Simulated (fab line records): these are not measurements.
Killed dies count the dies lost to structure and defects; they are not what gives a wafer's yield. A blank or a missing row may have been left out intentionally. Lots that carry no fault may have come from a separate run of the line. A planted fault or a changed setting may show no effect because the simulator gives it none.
fab line records	flow n5-finfet
record: lots: 10	wafers: 29	last-day: 17
route steps=1938 shown MOL_CONTACT_COAG@537 BEOL_M4@1111 PASSIVATION@1936
lots with no fault: from the same line, run without faults
start-h: hours from the record's opening day to when the first of the lot's shown wafers began	wait-h: how many hours have passed since the lot's step before this one	" identical to the entry in the row above	L1.1+2: several wafers, shown together as one row	- either no value or no given start	* or withheld: withheld	< > ~ a bound
route shown NAME@n: a module of which the file shows steps, and the number in the route of the first	usual: the fault-free wafers' mean and standard deviation	same: alike in all rows	chamber/n: place in a boat	sites: each site's reading	_std_site: the values' standard deviation	_edge_site: mean of outer sites minus mean of inner sites	radius-mm: how far each site lies from the wafer's centre	mask NAME#n: copy n	behind: the last tool/chamber to shape the wafer	hold: the reason the lot was held/the length of the hold in hours/how it ended	device: names the non-switching transistor (n, p or np)	end of line: at the end of the route, the tests of the same wafers	where a step has no rows: the recipe by itself	killed: dies lost to structure and defects at the first sort, not the wafer's yield	map: the dies of a wafer, with x for killed, . for not killed, _ for no die there
set.NAME: setting as actually run; set.NAME@STEP: the setting as run at that earlier step	model.NAME: the simulator's own value behind a step, which no gauge read
the route's steps for a sample of lots (tables are steps, rows are wafers)
services: when a tool's chamber went out of use (start-h, in hours from the record's first day, below 0 if earlier), for how many hours, and the reason
== steps ==
step: N5_MOL_CONTACT_COAG_ETCH_15
recipe: chemistry: CH3F/O2	target: SiNx	target-depth-a: 70	mask-material: SOC	stop-on: Si:P	over-etch-frac: 0.75	ion-energy-ev: 120	pressure-mtorr: 30	source-w: 395	bias-w: 73	Ar_flow_sccm: 150	CH3F_flow_sccm: 30	O2_flow_sccm: 20
usual: bias-w: 72.99/0.21	chamber-pressure-mTorr: 30.00/0.034	drypump-motor-current-A: 5.7/0.39	oes_f_703_au: 0.75/0.073	oes_o_777_au: 0.75/0.069	oes-product-au: 0.56/0.047	rf-vpp-V: 301/6.5	showerhead-plenum-p-Torr: 2.01/0.062	throttle-valve-pct: 16.38/0.25
lot.wafer	tool	chamber	start-h	wait-h	bias-w	chamber-pressure-mTorr	drypump-motor-current-A	oes_f_703_au	oes_o_777_au	oes-product-au	rf-hours-counter-h	rf-vpp-V	showerhead-plenum-p-Torr	throttle-valve-pct
L796.2	rie-diel-03	1	86.60	0.0	73.15	30.00	5.7	0.87	0.86	0.66	30	301	2.03	16.04
L796.5	"	3	"	"	73.44	30.02	5.6	0.86	0.84	0.60	-	287	1.92	15.82
L799.2	rie-diel-05	1	107.79	0.0	72.89	30.01	5.6	0.73	0.73	0.55	163	309	2.07	16.30
L799.4	"	2	"	"	72.92	30.02	5.2	0.70	0.72	0.54	192	308	2.07	16.63
L799.6	"	3	"	"	72.93	29.99	6.5	0.69	0.69	0.51	-	300	1.91	16.55
L805.3	rie-diel-05	0	139.59	0.0	73.10	30.01	5.4	0.76	0.76	0.56	173	304	2.07	16.62
L805.4	"	2	"	"	73.07	29.99	5.2	0.70	0.71	0.53	204	309	2.06	16.64
L805.5	"	2	"	"	73.21	30.00	5.2	0.69	0.71	0.53	-	308	2.06	16.65
L807.1	rie-diel-05	1	159.97	0.0	73.04	29.99	5.6	0.72	0.71	0.55	183	309	2.06	16.34
L807.2	"	3	"	"	72.58	30.02	6.5	0.67	0.68	0.49	248	300	1.91	16.60
L807.6	"	1	"	"	72.98	29.98	5.6	0.71	0.71	0.55	-	308	2.06	16.35
L808.2	rie-diel-01	1	164.08	0.0	72.98	29.96	5.7	0.70	0.71	0.52	198	301	1.98	16.04
L808.3	"	0	"	"	72.77	29.97	5.9	0.93	0.93	0.69	9	293	1.97	16.15
L808.6	"	0	"	"	73.03	30.00	5.9	0.93	0.94	0.68	-	292	1.97	16.15
L809.1	rie-diel-03	3	166.76	0.0	73.12	30.00	5.6	0.83	0.82	0.60	107	287	1.92	15.86
L809.5	"	1	"	"	72.98	29.99	5.7	0.83	0.83	0.63	-	301	2.02	16.08
L809.6	"	0	"	"	72.97	29.98	5.9	0.74	0.74	0.55	-	303	2.08	16.20
L814.2	rie-diel-05	1	199.93	0.0	72.80	29.99	5.6	0.70	0.70	0.54	199	308	2.05	16.38
L814.3	"	0	"	"	72.86	30.03	5.3	0.74	0.74	0.54	195	303	2.06	16.64
L814.4	"	0	"	"	72.48	30.02	5.4	0.75	0.75	0.54	-	304	2.06	16.65
L817.1	rie-diel-01	0	216.00	0.0	72.80	30.01	5.9	0.89	0.89	0.65	27	293	1.96	16.20
L817.3	"	1	"	"	72.95	30.00	5.8	0.69	0.70	0.51	216	302	1.98	16.08
L817.4	"	3	"	"	72.76	29.96	5.6	0.72	0.72	0.51	230	288	1.99	16.73
L818.1	rie-diel-01	2	220.65	0.0	73.02	29.98	5.7	1.00	1.00	0.70	2	292	1.95	16.29
L818.3	"	1	"	"	73.13	30.00	5.8	0.69	0.69	0.51	217	298	1.98	16.10
L818.4	"	0	"	"	72.90	29.98	5.9	0.89	0.89	0.66	29	294	1.96	16.21
L819.2	rie-diel-03	2	227.96	0.0	73.16	29.97	5.0	0.72	0.74	0.54	197	297	1.99	16.25
L819.4	"	0	"	"	73.17	29.97	5.9	0.71	0.72	0.54	198	303	2.07	16.24
L819.5	"	1	"	"	72.96	30.06	5.7	0.81	0.80	0.59	-	302	2.01	16.14
step: N5_MOL_CONTACT_COAG_SIL_ANNEAL_21
recipe: temp-c: 550	time-s: 60	ambient: N2
usual: lamp-power-pct: 5.90/0.091	wafer_temp_C_max: 552.9/0.68
lot.wafer	tool	chamber	start-h	wait-h	lamp-power-pct	wafer_temp_C_max
L796.2	rtp-anneal-02	0	88.07	0.3	5.96	551.9
L796.5	"	0	"	"	5.96	552.6
L799.2	rtp-anneal-02	0	109.30	0.2	5.96	553.1
L799.4	"	0	"	"	5.97	552.5
L799.6	"	0	"	"	5.95	552.3
L805.3	rtp-anneal-02	0	140.78	0.3	5.96	552.8
L805.4	"	0	"	"	5.96	552.7
L805.5	"	0	"	"	5.96	552.3
L807.1	rtp-anneal-01	0	161.82	0.2	5.77	553.0
L807.2	"	0	"	"	5.77	554.4
L807.6	"	0	"	"	5.78	553.9
L808.2	rtp-anneal-02	0	166.96	0.2	5.96	552.5
L808.3	"	0	"	"	5.96	553.0
L808.6	"	0	"	"	5.96	552.6
L809.1	rtp-anneal-01	0	168.05	0.2	5.77	553.1
L809.5	"	0	"	"	5.77	553.8
L809.6	"	0	"	"	5.77	553.2
L814.2	rtp-anneal-02	0	201.85	0.2	5.97	552.8
L814.3	"	0	"	"	5.97	552.5
L814.4	"	0	"	"	5.96	553.1
L817.1	rtp-anneal-01	0	217.24	0.3	5.76	554.6
L817.3	"	0	"	"	5.77	553.8
L817.4	"	0	"	"	5.77	553.3
L818.1	rtp-anneal-01	0	222.12	0.2	5.77	554.2
L818.3	"	0	"	"	5.77	554.8
L818.4	"	0	"	"	5.76	553.1
L819.2	rtp-anneal-02	0	229.18	0.2	5.96	553.3
L819.4	"	0	"	"	5.96	553.0
L819.5	"	0	"	"	5.96	553.6
step: N5_MOL_CONTACT_COAG_PRECLEAN_125
recipe: chemistry: DIW	time-s: 57.5	temp-c: 23
usual: run-length-s: 65.4/2.5
lot.wafer	tool	chamber	start-h	wait-h	run-length-s
L796.2	wet-bench-01	5	91.83	0.1	64.5
L796.5	"	4	"	"	63.9
L799.2	wet-bench-01	1	112.44	0.1	64.2
L799.4	"	5	"	"	65.2
L799.6	"	6	"	"	64.1
L805.3	wet-bench-04	5	145.10	0.1	64.7
L805.4	"	2	"	"	64.5
L805.5	"	4	"	"	63.0
L807.1	wet-bench-05	1	164.18	0.1	65.5
L807.2	"	4	"	"	64.0
L807.6	"	2	"	"	64.2
L808.2	wet-bench-05	5	170.94	0.1	71.3
L808.3	"	2	"	"	70.9
L808.6	"	0	"	"	69.4
L809.1	wet-bench-05	2	171.03	0.1	70.0
L809.5	"	7	"	"	71.6
L809.6	"	3	"	"	69.7
L814.2	wet-bench-05	2	205.26	0.1	88.2
L814.3	"	7	"	"	89.3
L814.4	"	6	"	"	88.7
L817.1	wet-bench-05	3	222.03	0.1	93.9
L817.3	"	5	"	"	93.6
L817.4	"	2	"	"	93.8
L818.1	wet-bench-05	6	225.27	0.1	94.2
L818.3	"	2	"	"	93.5
L818.4	"	1	"	"	94.2
L819.2	wet-bench-04	5	236.20	0.1	65.2
L819.4	"	1	"	"	62.5
L819.5	"	6	"	"	64.0
step: N5_MOL_CONTACT_COAG_CMP_28
recipe: stop-on: SiNx	t-overpolish-s: 0.85	post-cmp-clean: alkaline-brush	down-force-psi: 4.15	platen-rpm: 51.8	pad-velocity-m-s: 1.0307	target-thk-nm: 14.522
usual: motor-current-A: 12.5/1.2	slurry-filter-dp-kPa: 13.49/0.14	time-to-endpoint-s: 4.5/2
lot.wafer	tool	chamber	start-h	wait-h	motor-current-A	slurry-filter-dp-kPa	time-to-endpoint-s
L796.2	cmp-04	2	95.72	0.8	13.9	13.68	1.6
L796.5	"	3	"	"	12.6	13.33	2.4
L799.2	cmp-04	1	114.89	0.8	12.5	13.33	3.5
L799.4	"	3	"	"	12.7	13.56	4.9
L799.6	"	1	"	"	12.5	13.47	3.0
L805.4	cmp-01	2	147.62	0.9	11.6	13.44	6.0
L805.3	"	3	"	"	15.1	13.37	6.9
L805.5	"	0	"	"	10.8	13.38	4.0
L807.2	cmp-04	0	166.69	0.9	11.0	13.52	7.4
L807.1	"	1	"	"	12.3	13.57	4.5
L807.6	"	2	"	"	13.8	13.38	1.0
L809.1	cmp-01	2	173.61	0.9	10.9	13.65	2.6
L809.6	"	3	"	"	14.3	13.58	6.0
L809.5	"	0	"	"	10.7	13.33	3.3
L808.2	cmp-02	0	175.32	0.8	12.7	13.43	4.9
L808.3	"	1	"	"	11.8	13.48	6.4
L808.6	"	3	"	"	12.0	13.66	6.3
L814.4	cmp-02	2	207.70	0.8	12.3	13.63	4.9
L814.3	"	0	"	"	13.9	13.57	3.8
L814.2	"	1	"	"	11.9	13.61	6.5
L817.3	cmp-04	2	224.74	0.8	13.8	13.65	5.9
L817.4	"	3	"	"	13.7	13.57	7.4
L817.1	"	0	"	"	11.4	13.43	10.2
L818.1	cmp-01	2	227.71	0.8	11.3	13.25	3.1
L818.4	"	0	"	"	10.9	13.86	5.2
L818.3	"	1	"	"	13.2	13.29	7.4
L819.2	cmp-01	1	238.68	0.8	13.7	13.41	5.8
L819.4	"	3	"	"	13.9	13.57	4.4
L819.5	"	0	"	"	11.1	13.50	4.4
step: N5_BEOL_M4_RC_MEAS_101
usual: DIBL_N: 36.9/1.6	DIBL_P: 37.1/2	IOFF_N: 0.17/0.032	IOFF_P: 0.22/0.036	ION_N: 674/12	ION_P: 463/7.8	SS_N: 71.7/0.63	SS_P: 73.5/0.62	VT_N: 249/3.3	VT_P: -250/3.5
lot.wafer	tool	chamber	start-h	wait-h	DIBL_N[mV/V]	DIBL_P[mV/V]	IOFF_N[nA/um]	IOFF_P[nA/um]	ION_N[uA/um]	ION_P[uA/um]	SS_N[mV/dec]	SS_P[mV/dec]	VT_N[mV]	VT_P[mV]
L796.2	prober-01	0	179.83	0.2	36.2	35.7	0.16	0.21	685	463	72.0	73.2	248	-251
L796.5	"	0	"	"	38.1	38.2	0.20	0.25	693	468	72.9	74.0	245	-246
L799.2	prober-01	0	195.17	0.2	38.6	39.4	0.20	0.29	679	469	71.8	74.3	247	-246
L799.4	"	0	"	"	36.9	39.0	0.18	0.29	689	474	72.1	73.9	249	-246
L799.6	"	0	"	"	35.1	35.2	0.14	0.21	664	464	71.2	73.3	252	-248
L805.3	prober-02	0	229.44	0.6	35.0	35.4	0.15	0.18	660	451	71.0	73.3	252	-253
L805.4	"	0	"	"	35.6	38.5	0.16	0.23	687	467	70.9	73.9	250	-251
L805.5	"	0	"	"	38.5	39.7	0.21	0.26	678	465	71.1	74.3	249	-250
L807.1	prober-02	0	240.17	0.0	39.5	37.4	0.17	0.19	668	444	72.3	73.3	248	-253
L807.2	"	0	"	"	39.5	37.6	0.18	0.20	687	466	72.0	74.1	247	-252
L807.6	"	0	"	"	37.1	34.6	0.13	0.15	661	450	71.7	72.9	255	-258
L809.1	prober-01	0	241.76	0.0	37.2	38.2	0.17	0.24	681	473	71.6	73.7	248	-249
L809.5	"	0	"	"	36.7	37.3	0.16	0.22	685	474	71.9	72.7	249	-252
L809.6	"	0	"	"	38.8	38.7	0.20	0.25	680	455	72.4	73.4	246	-249
L808.2	prober-01	0	249.72	0.2	33.2	33.8	0.11	0.13	658	451	71.9	72.2	258	-257
L808.3	"	0	"	"	34.9	38.0	0.13	0.19	650	451	71.8	72.7	258	-253
L808.6	"	0	"	"	34.9	36.9	0.14	0.17	664	457	71.5	72.2	252	-254
L814.2	prober-01	0	280.19	0.2	36.1	35.9	0.16	0.25	672	468	71.8	73.7	247	-246
L814.3	"	0	"	"	39.8	38.9	0.24	0.30	697	479	72.4	74.4	243	-243
L814.4	"	0	"	"	37.8	37.5	0.20	0.28	695	473	71.5	73.8	245	-244
L817.1	prober-01	0	300.02	0.0	36.6	38.6	0.18	0.22	679	459	72.4	73.8	250	-249
L817.3	"	0	"	"	37.0	40.2	0.19	0.25	675	459	72.4	74.0	248	-252
L817.4	"	0	"	"	37.5	40.7	0.20	0.27	683	468	72.8	74.1	246	-247
L818.1	prober-01	0	302.13	0.0	36.7	34.9	0.18	0.25	682	472	71.2	73.7	246	-246
L818.3	"	0	"	"	35.1	32.2	0.14	0.20	667	464	71.7	72.9	253	-249
L818.4	"	0	"	"	38.2	36.6	0.19	0.27	673	466	72.0	73.8	248	-245
L819.2	prober-01	0	310.08	0.2	36.4	37.4	0.16	0.24	676	469	71.2	73.3	247	-245
L819.4	"	0	"	"	37.4	38.7	0.17	0.25	677	467	70.5	73.9	249	-247
L819.5	"	0	"	"	34.4	35.7	0.12	0.21	664	467	71.0	72.7	255	-249
step: N5_PASSIVATION_PROBE_49
usual: defect-limited-yield: 90.9/1.6	killed_at_M0_to_M3: 34/11	killed_at_M4_up: 14/5.7	killed-at-contacts: 13/6.5	killed-at-front-end: 43/11	killed-at-other: 4/3.1	killed-dies: 107/19	killed-open: 71/14	killed-short: 35/7.9	sort_bin_5_function: 5.3/1.1	sort_bin_6_memory: 3.4/0.74	sort_bin_8_speed: 0.00/0.014	sort-n-pass: 1073/19
same: gross-dies: 1180	killed-at-back-side: 0	sort_bin_4_leakage[%]: 0
lot.wafer	tool	chamber	start-h	wait-h	defect-limited-yield[%]	killed_at_M0_to_M3	killed_at_M4_up	killed-at-contacts	killed-at-front-end	killed-at-other	killed-dies	killed-open	killed-short	sort_bin_5_function[%]	sort_bin_6_memory[%]	sort_bin_8_speed[%]	sort-n-pass
L796.2	prober-01	-	292.48	0.1	90.9	26	19	12	46	4	107	75	32	5.7	3.1	0	1073
L796.5	prober-01	-	292.63	0.2	90.5	29	21	11	51	0	112	73	30	4.4	4.0	0	1068
L799.2	prober-02	-	302.77	0.1	89.3	43	19	19	44	1	126	83	42	6.0	4.1	0	1054
L799.4	prober-02	-	302.87	0.2	87.4	51	14	12	71	1	149	83	64	7.8	4.4	0	1031
L799.6	prober-02	-	302.97	0.3	91.4	49	9	5	35	4	102	71	30	6.2	2.3	0	1078
L807.1	prober-01	-	347.93	0.3	91.0	26	21	13	44	2	106	71	35	6.0	2.9	0	1074
L807.2	prober-01	-	347.98	0.4	90.0	31	16	37	34	0	118	80	37	5.9	3.8	0	1062
L807.6	prober-01	-	348.18	0.6	89.4	39	10	23	51	2	125	94	31	5.9	4.0	0	1055
L809.1	prober-02	-	349.92	0.0	86.6	66	17	19	51	5	158	107	50	8.7	4.2	0	1022
L809.5	prober-02	-	350.12	0.2	92.2	29	12	12	38	1	92	69	22	3.8	3.6	0	1088
L809.6	prober-02	-	350.17	0.3	89.7	39	12	18	51	2	122	81	40	5.7	4.2	0	1058
L814.2	prober-02	-	370.57	0.1	90.3	51	15	10	30	8	114	73	40	6.3	3.0	0	1066
L814.3	prober-02	-	370.62	0.1	93.9	39	5	7	21	0	72	42	30	3.8	2.2	0	1108
L814.4	prober-02	-	370.67	0.2	89.2	40	8	13	64	2	127	78	44	6.5	3.8	0	1053
L817.1	prober-01	-	407.05	0.0	91.6	26	13	8	41	11	99	58	34	5.4	2.5	0	1081
L817.3	prober-01	-	407.15	0.1	92.1	37	10	15	23	8	93	58	33	4.1	3.3	0	1087
L817.4	prober-01	-	407.20	0.2	91.9	30	9	5	46	5	95	66	28	5.1	2.7	0	1085
L818.1	prober-02	-	407.37	0.0	90.7	27	17	19	44	3	110	75	34	5.7	3.3	0	1070
L818.3	prober-02	-	407.47	0.1	89.6	33	18	19	46	7	123	84	36	5.9	4.0	0	1057
L818.4	prober-02	-	407.52	0.2	90.6	30	11	14	53	3	111	73	35	6.1	3.1	0	1069
killed by level:class
L796.2 STI_FIN_REVEAL:geometric-particle:open=20 MOL_CONTACT_COAG:geometric-particle:open=11 BEOL_M4:geometric-particle:open=9 BEOL_M0_SAQP:geometric-particle:short=8 BEOL_M2:geometric-particle:open=7 BEOL_M1:geometric-particle:open=5 FIN_SAQP:geometric-particle:open=4 GATE_CUT:geometric-particle:short=4
L796.5 MOL_CONTACT_COAG:geometric-particle:open=10 STI_FIN_REVEAL:geometric-particle:open=9 BEOL_M2:geometric-particle:open=8 BEOL_M3:geometric-particle:open=8 HKMG_FIN:area-etch=8 BEOL_M4:geometric-particle:open=7 FIN_SAQP:geometric-particle:open=6 GATE_CUT:geometric-particle:short=5
L799.2 MOL_CONTACT_COAG:geometric-particle:open=16 BEOL_M0_SAQP:geometric-particle:short=11 FIN_SAQP:geometric-particle:open=10 BEOL_M3:geometric-particle:open=10 BEOL_M4:geometric-particle:open=10 BEOL_M0_SAQP:geometric-particle:open=9 FIN_SAQP:geometric-particle:short=8 DUMMY_GATE:geometric-particle:open=6
L799.4 BEOL_M0_SAQP:geometric-particle:open=14 BEOL_M0_SAQP:geometric-particle:short=12 ILD0:geometric-particle:short=11 BEOL_M2:geometric-particle:open=11 MOL_CONTACT_COAG:geometric-particle:open=10 FIN_SAQP:geometric-particle:short=8 GATE_CUT:geometric-particle:open=7 BEOL_M2:geometric-particle:short=7
L799.6 BEOL_M0_SAQP:geometric-particle:open=13 BEOL_M0_SAQP:geometric-particle:short=11 BEOL_M1:geometric-particle:open=8 FIN_SAQP:geometric-particle:open=7 STI_FIN_REVEAL:geometric-particle:open=7 BEOL_M2:geometric-particle:open=7 DUMMY_GATE:geometric-particle:open=6 GATE_CUT:geometric-particle:short=4
L807.1 STI_FIN_REVEAL:geometric-particle:open=14 BEOL_M4:geometric-particle:open=12 MOL_CONTACT_COAG:geometric-particle:open=9 BEOL_M1:geometric-particle:open=9 BEOL_M2:geometric-particle:open=7 FIN_SAQP:geometric-particle:open=6 GATE_CUT:geometric-particle:short=6 DUMMY_GATE:geometric-particle:open=5
L807.2 MOL_CONTACT_COAG:geometric-particle:open=26 MOL_CONTACT_COAG:geometric-particle:short=11 BEOL_M0_SAQP:geometric-particle:open=11 FIN_SAQP:geometric-particle:open=6 GATE_CUT:geometric-particle:short=6 BEOL_M5:geometric-particle:open=6 FIN_SAQP:geometric-particle:short=5 STARTING-WAFER:geometric-particle:short=5
L807.6 STI_FIN_REVEAL:geometric-particle:open=20 MOL_CONTACT_COAG:geometric-particle:open=19 BEOL_M1:geometric-particle:open=15 FIN_SAQP:geometric-particle:open=7 BEOL_M0_SAQP:geometric-particle:open=7 FIN_SAQP:geometric-particle:short=6 BEOL_M0_SAQP:geometric-particle:short=6 MOL_CONTACT_COAG:geometric-particle:short=4
L809.1 BEOL_M0_SAQP:geometric-particle:short=21 STI_FIN_REVEAL:geometric-particle:open=19 BEOL_M0_SAQP:geometric-particle:open=19 MOL_CONTACT_COAG:geometric-particle:open=15 BEOL_M4:geometric-particle:open=14 BEOL_M3:geometric-particle:open=10 DUMMY_GATE:geometric-particle:open=8 FIN_SAQP:geometric-particle:open=7
L809.5 STI_FIN_REVEAL:geometric-particle:open=11 MOL_CONTACT_COAG:geometric-particle:open=10 FIN_SAQP:geometric-particle:open=9 BEOL_M3:geometric-particle:open=8 BEOL_M1:geometric-particle:open=6 GATE_CUT:geometric-particle:short=4 GATE_CUT:geometric-particle:open=4 BEOL_M0_SAQP:geometric-particle:short=4
L809.6 MOL_CONTACT_COAG:geometric-particle:open=17 STI_FIN_REVEAL:geometric-particle:open=13 BEOL_M0_SAQP:geometric-particle:open=12 FIN_SAQP:geometric-particle:short=9 BEOL_M0_SAQP:geometric-particle:short=8 GATE_CUT:geometric-particle:short=7 BEOL_M2:geometric-particle:open=7 BEOL_M0:geometric-particle:open=5
L814.2 BEOL_M0_SAQP:geometric-particle:short=13 STI_FIN_REVEAL:geometric-particle:open=10 BEOL_M1:geometric-particle:open=10 BEOL_M3:geometric-particle:open=9 MOL_CONTACT_COAG:geometric-particle:open=8 BEOL_M0:geometric-particle:open=6 BEOL_M4:geometric-particle:open=6 BEOL_M0:geometric-particle:short=5
L814.3 BEOL_M0_SAQP:geometric-particle:short=18 STI_FIN_REVEAL:geometric-particle:open=10 MOL_CONTACT_COAG:geometric-particle:open=6 BEOL_M0_SAQP:geometric-particle:open=6 BEOL_M1:geometric-particle:open=5 BEOL_M0:geometric-particle:open=3 BEOL_M1:geometric-particle:short=3 FIN_SAQP:geometric-particle:open=2
L814.4 STI_FIN_REVEAL:geometric-particle:open=25 BEOL_M0_SAQP:geometric-particle:short=16 BEOL_M0_SAQP:geometric-particle:open=14 MOL_CONTACT_COAG:geometric-particle:open=7 MOL_CONTACT_COAG:geometric-particle:short=6 FIN_SAQP:geometric-particle:open=5 STI_FIN_REVEAL:geometric-particle:short=5 BEOL_M1:geometric-particle:open=5
L817.1 STI_FIN_REVEAL:geometric-particle:open=9 BEOL_M0_SAQP:geometric-particle:open=8 FIN_SAQP:geometric-particle:open=7 MOL_CONTACT_COAG:geometric-particle:open=7 FIN_SAQP:geometric-particle:short=6 DUMMY_GATE:geometric-particle:open=5 BEOL_M0_SAQP:geometric-particle:short=5 BEOL_M0:geometric-particle:short=5
L817.3 BEOL_M0_SAQP:geometric-particle:short=14 MOL_CONTACT_COAG:geometric-particle:open=13 BEOL_M0_SAQP:geometric-particle:open=11 BEOL_M10:geometric-particle:open=5 MIM_TOP_ETCH:geometric-particle:open=5 STI_FIN_REVEAL:geometric-particle:open=4 GATE_CUT:geometric-particle:open=4 BEOL_M1:geometric-particle:short=4
L817.4 FIN_SAQP:geometric-particle:short=11 FIN_SAQP:geometric-particle:open=10 BEOL_M0_SAQP:geometric-particle:open=7 STI_FIN_REVEAL:geometric-particle:open=6 BEOL_M1:geometric-particle:open=6 BEOL_M3:geometric-particle:open=5 GATE_CUT:geometric-particle:open=4 GATE_CUT:geometric-particle:short=4
L818.1 MOL_CONTACT_COAG:geometric-particle:open=18 STI_FIN_REVEAL:geometric-particle:open=12 BEOL_M4:geometric-particle:open=11 FIN_SAQP:geometric-particle:open=9 FIN_SAQP:geometric-particle:short=9 STARTING-WAFER:geometric-particle:short=7 BEOL_M0_SAQP:geometric-particle:short=6 BEOL_M2:geometric-particle:open=5
L818.3 MOL_CONTACT_COAG:geometric-particle:open=17 FIN_SAQP:geometric-particle:open=15 FIN_SAQP:geometric-particle:short=11 BEOL_M1:geometric-particle:open=9 BEOL_M4:geometric-particle:open=7 BEOL_M0_SAQP:geometric-particle:short=5 BEOL_M1:geometric-particle:short=5 STARTING-WAFER:geometric-particle:open=5
L818.4 FIN_SAQP:geometric-particle:open=15 MOL_CONTACT_COAG:geometric-particle:open=11 BEOL_M0_SAQP:geometric-particle:short=9 STI_FIN_REVEAL:geometric-particle:open=9 FIN_SAQP:geometric-particle:short=8 DUMMY_GATE:geometric-particle:open=6 BEOL_M0:geometric-particle:open=5 BEOL_M2:geometric-particle:open=5
== services ==
tool	chamber	start-h	hours	kind
rie-diel-01	-	64.71	1.3	repair
cmp-01	-	90.49	1.9	repair
rie-diel-03	-	93.58	15.6	pm
cmp-04	-	116.29	4.0	pm
rie-diel-03	-	128.92	2.1	repair
rie-diel-05	2	141.89	14.4	repair
cmp-02	-	143.59	0.5	repair
cmp-02	-	146.49	5.1	repair
cmp-04	-	147.14	0.7	repair
rie-diel-05	0	157.23	1.9	repair
rie-diel-03	1	159.93	2.5	repair
rie-diel-05	-	161.75	14.6	pm
rie-diel-03	-	170.76	0.3	repair
cmp-04	-	175.23	1.2	repair
rie-diel-01	-	179.88	15.6	pm
cmp-02	-	187.40	2.3	repair
cmp-02	-	195.88	1.1	repair
rie-diel-01	-	198.29	0.4	repair
wet-bench-01	-	200.17	0.6	repair
cmp-02	-	204.74	0.2	repair
cmp-01	-	216.30	6.0	pm
wet-bench-04	-	220.52	4.4	pm
cmp-02	-	226.70	5.5	pm
wet-bench-01	-	235.63	4.8	repair
== key ==
first-sign: step: N5_MOL_CONTACT_COAG_PRECLEAN_125	reading: run-length-s	direction: up	sigmas: 11	usual: *	struck: *
effect none on later readings
met-at N5_MOL_CONTACT_COAG_PRECLEAN_125
struck-lots L814,L817,L818
not-acting-at N5_MOL_CONTACT_COAG_ETCH_15,N5_MOL_CONTACT_COAG_SIL_ANNEAL_21,N5_MOL_CONTACT_COAG_CMP_28
onset-between 171.03 205.26
fault: kind: process-parameter-drift	tool: wet-bench-05	chamber: -	onset-h: 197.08	steps: N5_MOL_CONTACT_COAG_PRECLEAN_125	channel: time-s	offset: *	shape: step	end-h: 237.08	acts-in: *	stated: *
